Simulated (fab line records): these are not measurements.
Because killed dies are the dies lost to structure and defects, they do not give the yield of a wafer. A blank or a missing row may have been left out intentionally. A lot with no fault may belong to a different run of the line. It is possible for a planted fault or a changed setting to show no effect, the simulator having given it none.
Which tool is to blame? :: flow n5-finfet :: Sampling: 13 lots, 36 wafers, 5 of 1938 route steps

WHAT THE GAUGES SHOWED, per wafer
The record lacks any reading of a measuring or inspecting step that a usual standard deviation could be used to judge.

WHAT TOOL EACH LOT RAN ON (gives the tool, then ch and the chambers of the sampled wafers, and finally the start)
lot: L778
N5_SD_EPI_N_ETCH_35: rie-diel-01 ch 0,3, day 3 03:13
N5_SD_EPI_N_SD_RECESS_17: rie-si-03 ch 0,2,3, day 3 03:49
N5_SD_EPI_N_LINER_46: ald-sin-03 ch 0,1, day 3 06:49
N5_SD_EPI_P_COAT_03: litho-track-02 ch 0, day 3 07:07
N5_PASSIVATION_PROBE_49: -

lot: L779
N5_SD_EPI_N_ETCH_35: rie-diel-06 ch 1,2, day 3 06:37
N5_SD_EPI_N_SD_RECESS_17: rie-si-03 ch 0,2, day 3 07:13
N5_SD_EPI_N_LINER_46: ald-sin-02 ch 0,2, day 3 10:14
N5_SD_EPI_P_COAT_03: litho-track-05 ch 0, day 3 10:32
N5_PASSIVATION_PROBE_49: -

lot: L780
N5_SD_EPI_N_ETCH_35: rie-diel-01 ch 0,1,2, day 3 13:26
N5_SD_EPI_N_SD_RECESS_17: rie-si-05 ch 0,1,2, day 3 14:01
N5_SD_EPI_N_LINER_46: ald-sin-04 ch 0,1,3, day 3 17:56
N5_SD_EPI_P_COAT_03: litho-track-01 ch 0, day 3 18:14
N5_PASSIVATION_PROBE_49: -

lot: L783
N5_SD_EPI_N_ETCH_35: rie-diel-06 ch 1,2,3, day 4 07:55
N5_SD_EPI_N_SD_RECESS_17: rie-si-05 ch 0,1,2, day 4 08:31
N5_SD_EPI_N_LINER_46: ald-sin-04 ch 0,1, day 4 11:33
N5_SD_EPI_P_COAT_03: litho-track-01 ch 0, day 4 11:56
N5_PASSIVATION_PROBE_49: -

lot: L784
N5_SD_EPI_N_ETCH_35: rie-diel-01 ch 0,1,3, day 4 13:10
N5_SD_EPI_N_SD_RECESS_17: rie-si-05 ch 1,2, day 4 13:45
N5_SD_EPI_N_LINER_46: ald-sin-03 ch 1,2, day 4 16:46
N5_SD_EPI_P_COAT_03: litho-track-05 ch 0, day 4 17:03
N5_PASSIVATION_PROBE_49: -

lot: L785
N5_SD_EPI_N_ETCH_35: rie-diel-01 ch 1,3, day 4 22:45
N5_SD_EPI_N_SD_RECESS_17: rie-si-05 ch 0,1, day 4 23:14
N5_SD_EPI_N_LINER_46: ald-sin-04 ch 0,1, day 5 02:39
N5_SD_EPI_P_COAT_03: litho-track-02 ch 0, day 5 02:50
N5_PASSIVATION_PROBE_49: -

lot: L786
N5_SD_EPI_N_ETCH_35: rie-diel-06 ch 1,2, day 5 03:53
N5_SD_EPI_N_SD_RECESS_17: rie-si-06 ch 2, day 5 04:28
N5_SD_EPI_N_LINER_46: ald-sin-02 ch 0,2, day 5 07:37
N5_SD_EPI_P_COAT_03: litho-track-01 ch 0, day 5 07:55
N5_PASSIVATION_PROBE_49: -

lot: L787
N5_SD_EPI_N_ETCH_35: rie-diel-05 ch 1,2, day 5 07:00
N5_SD_EPI_N_SD_RECESS_17: rie-si-03 ch 0,1,2, day 5 07:36
N5_SD_EPI_N_LINER_46: ald-sin-04 ch 0,1, day 5 10:38
N5_SD_EPI_P_COAT_03: litho-track-05 ch 0, day 5 10:55
N5_PASSIVATION_PROBE_49: -

lot: L788
N5_SD_EPI_N_ETCH_35: rie-diel-05 ch 1,2,3, day 5 16:38
N5_SD_EPI_N_SD_RECESS_17: rie-si-05 ch 0,1,2, day 5 17:13
N5_SD_EPI_N_LINER_46: ald-sin-02 ch 0,1, day 5 20:50
N5_SD_EPI_P_COAT_03: litho-track-01 ch 0, day 5 21:07
N5_PASSIVATION_PROBE_49: -

lot: L790
N5_SD_EPI_N_ETCH_35: rie-diel-06 ch 0,1, day 6 02:44
N5_SD_EPI_N_SD_RECESS_17: rie-si-05 ch 0,1, day 6 03:20
N5_SD_EPI_N_LINER_46: ald-sin-02 ch 0,1,3, day 6 06:20
N5_SD_EPI_P_COAT_03: litho-track-01 ch 0, day 6 06:38
N5_PASSIVATION_PROBE_49: prober-01, day 16 04:15

lot: L793
N5_SD_EPI_N_ETCH_35: rie-diel-05 ch 1,2,3, day 6 20:04
N5_SD_EPI_N_SD_RECESS_17: rie-si-06 ch 0,1, day 6 20:39
N5_SD_EPI_N_LINER_46: ald-sin-04 ch 0,1,2, day 6 23:46
N5_SD_EPI_P_COAT_03: litho-track-01 ch 0, day 7 00:03
N5_PASSIVATION_PROBE_49: -

lot: L794
N5_SD_EPI_N_ETCH_35: rie-diel-01 ch 0,1, day 7 01:46
N5_SD_EPI_N_SD_RECESS_17: rie-si-03 ch 0,1, day 7 02:22
N5_SD_EPI_N_LINER_46: ald-sin-04 ch 2,3, day 7 05:23
N5_SD_EPI_P_COAT_03: litho-track-05 ch 0, day 7 05:40
N5_PASSIVATION_PROBE_49: -

lot: L801
N5_SD_EPI_N_ETCH_35: rie-diel-06 ch 0,1,3, day 8 20:35
N5_SD_EPI_N_SD_RECESS_17: rie-si-06 ch 2,3, day 8 21:11
N5_SD_EPI_N_LINER_46: ald-sin-04 ch 0,1,3, day 9 01:11
N5_SD_EPI_P_COAT_03: litho-track-05 ch 0, day 9 01:29
N5_PASSIVATION_PROBE_49: -
- N5_SD_EPI_N_ETCH_35: etches SOC in N2/H2, overetch 108 nm, time 486 s.
- N5_SD_EPI_N_SD_RECESS_17: chemistry HBr/Cl2/O2, target depth 41 nm, time 23.7 s, bt time 3 s.
- N5_SD_EPI_N_LINER_46: material SiNx, target thk 3 nm.
- N5_SD_EPI_P_COAT_03: resist thk 150 nm.
- N5_PASSIVATION_PROBE_49

WHAT THE TOOLS THEMSELVES READ (means of the sampled wafers that have a number; where no wafer has one, the mark that the record gives instead)
N5_SD_EPI_N_ETCH_35. Usual: drypump-motor-current-A 5.6 A, standard deviation 0.4; oes-product-au 0.73 a.u., standard deviation 0.084; rf-vpp-V 241.3 V, standard deviation 1.4; showerhead-plenum-p-Torr 2.57 Torr, standard deviation 0.075; throttle-valve-pct 23.82 %, standard deviation 0.2.
lot: L778
tool: rie-diel-01
drypump-motor-current-A (A): 5.5
oes-product-au (a.u.): 0.71
rf-vpp-V (V): 242.0
showerhead-plenum-p-Torr (Torr): 2.61
throttle-valve-pct (%): 23.75
flag: 

lot: L779
tool: rie-diel-06
drypump-motor-current-A (A): 5.6
oes-product-au (a.u.): 0.78
rf-vpp-V (V): 241.1
showerhead-plenum-p-Torr (Torr): 2.61
throttle-valve-pct (%): 23.77
flag: 

lot: L780
tool: rie-diel-01
drypump-motor-current-A (A): 5.5
oes-product-au (a.u.): 0.75
rf-vpp-V (V): 241.2
showerhead-plenum-p-Torr (Torr): 2.59
throttle-valve-pct (%): 23.69
flag: 

lot: L783
tool: rie-diel-06
drypump-motor-current-A (A): 5.5
oes-product-au (a.u.): 0.70
rf-vpp-V (V): 240.6
showerhead-plenum-p-Torr (Torr): 2.57
throttle-valve-pct (%): 23.84
flag: 

lot: L784
tool: rie-diel-01
drypump-motor-current-A (A): 5.7
oes-product-au (a.u.): 0.75
rf-vpp-V (V): 241.8
showerhead-plenum-p-Torr (Torr): 2.59
throttle-valve-pct (%): 23.71
flag: 

lot: L785
tool: rie-diel-01
drypump-motor-current-A (A): 5.8
oes-product-au (a.u.): 0.72
rf-vpp-V (V): 242.1
showerhead-plenum-p-Torr (Torr): 2.59
throttle-valve-pct (%): 23.80
flag: 

lot: L786
tool: rie-diel-06
drypump-motor-current-A (A): 5.8
oes-product-au (a.u.): 0.73
rf-vpp-V (V): 241.2
showerhead-plenum-p-Torr (Torr): 2.56
throttle-valve-pct (%): 23.83
flag: 

lot: L787
tool: rie-diel-05
drypump-motor-current-A (A): 5.9
oes-product-au (a.u.): 0.85
rf-vpp-V (V): 240.4
showerhead-plenum-p-Torr (Torr): 2.48
throttle-valve-pct (%): 23.86
flag: 

lot: L788
tool: rie-diel-05
drypump-motor-current-A (A): 6.0
oes-product-au (a.u.): 0.76
rf-vpp-V (V): 240.9
showerhead-plenum-p-Torr (Torr): 2.53
throttle-valve-pct (%): 23.86
flag: 

lot: L790
tool: rie-diel-06
drypump-motor-current-A (A): 5.6
oes-product-au (a.u.): 0.67
rf-vpp-V (V): 241.3
showerhead-plenum-p-Torr (Torr): 2.51
throttle-valve-pct (%): 24.19
flag: 

lot: L793
tool: rie-diel-05
drypump-motor-current-A (A): 6.0
oes-product-au (a.u.): 0.75
rf-vpp-V (V): 240.5
showerhead-plenum-p-Torr (Torr): 2.53
throttle-valve-pct (%): 23.88
flag: 

lot: L794
tool: rie-diel-01
drypump-motor-current-A (A): 5.8
oes-product-au (a.u.): 0.78
rf-vpp-V (V): 241.9
showerhead-plenum-p-Torr (Torr): 2.55
throttle-valve-pct (%): 23.62
flag: 

lot: L801
tool: rie-diel-06
drypump-motor-current-A (A): 5.5
oes-product-au (a.u.): 0.72
rf-vpp-V (V): 240.7
showerhead-plenum-p-Torr (Torr): 2.51
throttle-valve-pct (%): 24.01
flag: 

N5_SD_EPI_N_SD_RECESS_17. Usual: drypump-motor-current-A 5.9 A, standard deviation 0.36; oes-product-au 0.995 a.u., standard deviation 0.016; throttle-valve-pct 37.08 %, standard deviation 0.27.
lot: L778
tool: rie-si-03
drypump-motor-current-A (A): 5.8
oes-product-au (a.u.): 0.979
throttle-valve-pct (%): 37.37
flag: 

lot: L779
tool: rie-si-03
drypump-motor-current-A (A): 5.6
oes-product-au (a.u.): 0.982
throttle-valve-pct (%): 37.37
flag: 

lot: L780
tool: rie-si-05
drypump-motor-current-A (A): 5.9
oes-product-au (a.u.): 0.995
throttle-valve-pct (%): 37.06
flag: 

lot: L783
tool: rie-si-05
drypump-motor-current-A (A): 5.9
oes-product-au (a.u.): 0.997
throttle-valve-pct (%): 37.07
flag: 

lot: L784
tool: rie-si-05
drypump-motor-current-A (A): 5.8
oes-product-au (a.u.): 0.986
throttle-valve-pct (%): 37.11
flag: 

lot: L785
tool: rie-si-05
drypump-motor-current-A (A): 5.7
oes-product-au (a.u.): 0.996
throttle-valve-pct (%): 36.86
flag: 

lot: L786
tool: rie-si-06
drypump-motor-current-A (A): 6.3
oes-product-au (a.u.): 1.005
throttle-valve-pct (%): 36.98
flag: 

lot: L787
tool: rie-si-03
drypump-motor-current-A (A): 5.9
oes-product-au (a.u.): 0.988
throttle-valve-pct (%): 37.35
flag: 

lot: L788
tool: rie-si-05
drypump-motor-current-A (A): 5.9
oes-product-au (a.u.): 0.994
throttle-valve-pct (%): 37.06
flag: 

lot: L790
tool: rie-si-05
drypump-motor-current-A (A): 5.7
oes-product-au (a.u.): 1.005
throttle-valve-pct (%): 36.84
flag: 

lot: L793
tool: rie-si-06
drypump-motor-current-A (A): 6.3
oes-product-au (a.u.): 0.992
throttle-valve-pct (%): 36.76
flag: 

lot: L794
tool: rie-si-03
drypump-motor-current-A (A): 6.2
oes-product-au (a.u.): 0.993
throttle-valve-pct (%): 37.37
flag: 

lot: L801
tool: rie-si-06
drypump-motor-current-A (A): 5.8
oes-product-au (a.u.): 0.998
throttle-valve-pct (%): 36.87
flag: 

N5_SD_EPI_N_LINER_46. Usual: heater-power-w at 815 W, with a standard deviation of 72.
lot: L778
tool: ald-sin-03
heater-power-w (W): 841
flag: 

lot: L779
tool: ald-sin-02
heater-power-w (W): 740
flag: 

lot: L780
tool: ald-sin-04
heater-power-w (W): 795
flag: 

lot: L783
tool: ald-sin-04
heater-power-w (W): 786
flag: 

lot: L784
tool: ald-sin-03
heater-power-w (W): 865
flag: 

lot: L785
tool: ald-sin-04
heater-power-w (W): 774
flag: 

lot: L786
tool: ald-sin-02
heater-power-w (W): 721
flag: 

lot: L787
tool: ald-sin-04
heater-power-w (W): 756
flag: 

lot: L788
tool: ald-sin-02
heater-power-w (W): 799
flag: 

lot: L790
tool: ald-sin-02
heater-power-w (W): 843
flag: 

lot: L793
tool: ald-sin-04
heater-power-w (W): 810
flag: 

lot: L794
tool: ald-sin-04
heater-power-w (W): 870
flag: 

lot: L801
tool: ald-sin-04
heater-power-w (W): 808
flag: 

N5_SD_EPI_P_COAT_03. Usual: spin-speed-rpm at 1500.1 rpm, with a standard deviation of 0.88.
lot: L778
tool: litho-track-02
spin-speed-rpm (rpm): 1500.4
flag: 

lot: L779
tool: litho-track-05
spin-speed-rpm (rpm): 1499.3
flag: 

lot: L780
tool: litho-track-01
spin-speed-rpm (rpm): 1500.4
flag: 

lot: L783
tool: litho-track-01
spin-speed-rpm (rpm): 1499.6
flag: 

lot: L784
tool: litho-track-05
spin-speed-rpm (rpm): 1500.0
flag: 

lot: L785
tool: litho-track-02
spin-speed-rpm (rpm): 1499.7
flag: 

lot: L786
tool: litho-track-01
spin-speed-rpm (rpm): 1499.7
flag: 

lot: L787
tool: litho-track-05
spin-speed-rpm (rpm): 1498.8
flag: 

lot: L788
tool: litho-track-01
spin-speed-rpm (rpm): 1500.9
flag: 

lot: L790
tool: litho-track-01
spin-speed-rpm (rpm): 1567.4
flag: OFF

lot: L793
tool: litho-track-01
spin-speed-rpm (rpm): 1567.1
flag: OFF

lot: L794
tool: litho-track-05
spin-speed-rpm (rpm): 1500.0
flag: 

lot: L801
tool: litho-track-05
spin-speed-rpm (rpm): 1500.7
flag: 

N5_PASSIVATION_PROBE_49. Usual: killed_at_M0_to_M3 31, standard deviation 11; killed_at_M4_up 14, standard deviation 5.1; killed-at-contacts 12, standard deviation 5.6; killed-at-front-end 42, standard deviation 12; killed-at-other 3.8, standard deviation 2.9; killed-dies 103, standard deviation 18; killed-open 67, standard deviation 14; killed-short 33, standard deviation 8.
lot: L790
tool: prober-01
killed_at_M0_to_M3: 23
killed_at_M4_up: 17
killed-at-contacts: 15
killed-at-front-end: 47
killed-at-other: 2.0
killed-dies: 104
killed-open: 65
killed-short: 38
flag: 

THE ANSWER, worked out from the rows above alone
Rule: lot off if the mean of its wafers having a number is beyond 3 standard deviations from the usual mean. Also off: a lot with no number at a reading for which 4 or more lots have one. All remaining lots with rows at the step are treated as sound. First the gauges in route order, then the tools' own readings, where a lot's mean is used as printed above. The first step at which some lot is off is used, and at that step the reading that is off furthest; a lot without a number counts as furthest.
Off: L790, L793, at N5_SD_EPI_P_COAT_03 (spin-speed-rpm).
If a tool, at that step or one of the process steps before it, ran each lot that is off and ran no sound lot following the first of them, it fits. One candidate fits, namely litho-track-01 at N5_SD_EPI_P_COAT_03. Its last sound lot is L788 (day 5 21:07), its first lot that is off L790 (day 6 06:38): a fault that began between those two fits.
The tool's own readings at N5_SD_EPI_P_COAT_03 bear it out: on the lots that are off they differ by more than 5 times the standard deviation of the sound lots' means. spin-speed-rpm reads 1567.2 rpm there against 1500.0 rpm on the sound lots.

WHAT THE SIMULATOR HAD PUT IN
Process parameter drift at N5_SD_EPI_P_COAT_03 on litho-track-01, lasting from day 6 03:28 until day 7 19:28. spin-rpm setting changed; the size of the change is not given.
Lots struck among those shown: L790, L793. Same finding as the rule above.
